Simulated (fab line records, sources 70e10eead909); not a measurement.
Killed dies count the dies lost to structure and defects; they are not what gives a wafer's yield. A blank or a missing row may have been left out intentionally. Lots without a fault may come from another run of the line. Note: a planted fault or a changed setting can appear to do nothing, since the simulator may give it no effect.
8D (eight disciplines) problem report, filled in by code + flow nand-harc + the parts of the form that need people (team, actions taken, sign-off) are left out

## 1. WHAT WENT WRONG
Mean of heater-power-total-W at NHARC_P_ZERO_WELL_SOFTBAKE_06: 193.8 W across 9 wafers in 3 lots; on wafers with no fault it is 200.7 W (standard deviation 1.4). That is -5.0 standard deviations from the usual mean.
The step: time 70 s.
First seen on wafer L459.1, day 5 14:00, on litho-track-02. Wafers with a number at this step in the record: 45, from 15 lots. By rule, "out" or "out of limits" means more than 4 standard deviations away from the usual mean. The other wafers with a number count as sound.

## 2. WHAT IT IS AND WHAT IT IS NOT
| question                    | is                     | is not                                                                                                   |
|-----------------------------|------------------------|----------------------------------------------------------------------------------------------------------|
| which readings at this step | heater-power-total-W   | -                                                                                                        |
| which lots                  | L459, L461, L462       | L450, L452, L453, L454, L456, L463, L464, L466, L467, L468, L471, L473                                   |
| which wafers of those lots  | all that have a number | -                                                                                                        |
| read on which tools         | litho-track-02         | litho-track-03, litho-track-07                                                                           |
| when                        | from day 5 14:00       | up to then (15 sound wafers); but 21 sound wafers of L463, L464, L466, L467, L468, L471, L473 came after |

## 3. SUSPECTS, AND WHAT RULES EACH OUT
Counting: any tool at a process step up to the reading is kept as a suspect provided that every lot that is out went through it and no sound lot did after the first of them.
- litho-track-02 at NHARC_P_ZERO_WELL_SOFTBAKE_06 (time 70 s): kept. It ran every lot that is out, first L459 (day 5 14:00), and no sound lot after that; its last sound lot up to then is L456 (day 4 08:00). Its own heater-power-total-W readings are out on those wafers.
Left after counting: litho-track-02 at NHARC_P_ZERO_WELL_SOFTBAKE_06.

## 4. THE CAUSE (what the simulator had put in)
Drift in process parameters on litho-track-02 at NHARC_P_ZERO_WELL_SOFTBAKE_06, starting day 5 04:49. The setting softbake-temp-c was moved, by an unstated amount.
Counting left only this tool.

## 5. THE EFFECT CHAIN, in route order
Each row: a reading where the mean over the struck wafers with a number is more than 3 standard deviations away from the usual. Only readings for which the record gives a usual standard deviation are gone through. hours: the time from each lot's start at the first step in this table that gives one to its start at this step, as a median over the lots. sigmas: the change in usual standard deviations.
| hours | step                          | reading              | usual   | on struck wafers | change | sigmas |
|-------|-------------------------------|----------------------|---------|------------------|--------|--------|
| 0     | NHARC_P_ZERO_WELL_SOFTBAKE_06 | heater-power-total-W | 200.7 W | 193.8            | -6.9   | -5.0   |
The process steps in it:
- NHARC_P_ZERO_WELL_SOFTBAKE_06: time 70 s.
Later measuring or inspecting steps at which every struck wafer that the step has a row for has a number for every such reading, and none has moved that far: NHARC_P_ZERO_WELL_CD_MEAS_52, NHARC_P_STI_OCD_MEAS_17, NHARC_P_GATE_CD_MEAS_11.

## 6. WHAT WOULD HAVE CAUGHT IT SOONER
In this record the first reading out of limits was taken at day 5 14:00, 9 hours after the fault began at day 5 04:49.
